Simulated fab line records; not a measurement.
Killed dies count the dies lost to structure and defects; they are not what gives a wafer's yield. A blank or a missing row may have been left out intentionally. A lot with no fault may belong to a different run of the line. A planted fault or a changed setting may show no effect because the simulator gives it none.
Matching of chambers    flow nandHarc    cmp-01 running NHARC_P_M0_CMP_23: 4 sister chambers
The step polishes, t overpolish 20 s, target thk 117.53 nm. 8 wafers are shown with their chamber, then 12 later ones without.

== WAFERS WITH THEIR CHAMBER ==
wafer   chamber  motorCurrentA (A)  timeToEndpointS (s)
L084.2  1        12.4               30.5
L086.1  2        11.1               25.9
L088.1  2        11.6               25.6
L090.3  0        12.5               28.5
L090.6  3        12.5               21.6
L092.1  3        12.3               26.5
L092.2  0        12.5               29.3
L092.4  1        12.2               26.8

== WAFERS WITHOUT THEIR CHAMBER ==
wafer   motorCurrentA (A)  timeToEndpointS (s)
L093.1  11.8               27.2
L093.3  11.7               25.9
L093.4  13.0               29.9
L095.1  12.2               29.6
L095.2  11.8               28.1
L095.3  12.6               24.7
L096.2  12.2               35.3
L096.4  11.7               29.7
L096.6  12.7               33.9
L097.1  11.5               31.8
L097.3  12.3               29.4
L097.5  12.6               28.2

== EACH ONE'S CHAMBER ==
wafer   from the rows above                in truth
L093.1  can't be placed: 2 or 1 or 3 or 0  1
L093.3  can't be placed: 2 or 1 or 3       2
L093.4  can't be placed: 0 or 1 or 3       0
L095.1  can't be placed: 1 or 0            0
L095.2  can't be placed: 2 or 1 or 0 or 3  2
L095.3  can't be placed: 3 or 0 or 1       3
L096.2  can't be placed: 1 or 0            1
L096.4  can't be placed: 2 or 1 or 0 or 3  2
L096.6  can't be placed: 0 or 1            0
L097.1  can't be placed: 2 or 1            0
L097.3  can't be placed: 1 or 0            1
L097.5  can't be placed: 0 or 1 or 3       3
0 of 12 placed correctly. These rows do not allow placing 12 (true chamber among the candidates in 11). Placed wrongly: 0.
How it was worked out, from the rows above alone: a wafer's distance from a chamber is the root of the sum, over the readings, of the square of ((its reading less the chamber's mean) divided by the reading's scatter). If the next closest chamber is less than 2 further off than the closest, the wafer can't be placed; otherwise it belongs to the closest. For every chamber, the mean is computed from those of its wafers that are shown. The scatter: take each reading less its chamber's mean, square it, sum over the shown wafers, divide by the number of wafers less the number of chambers, and take the root.
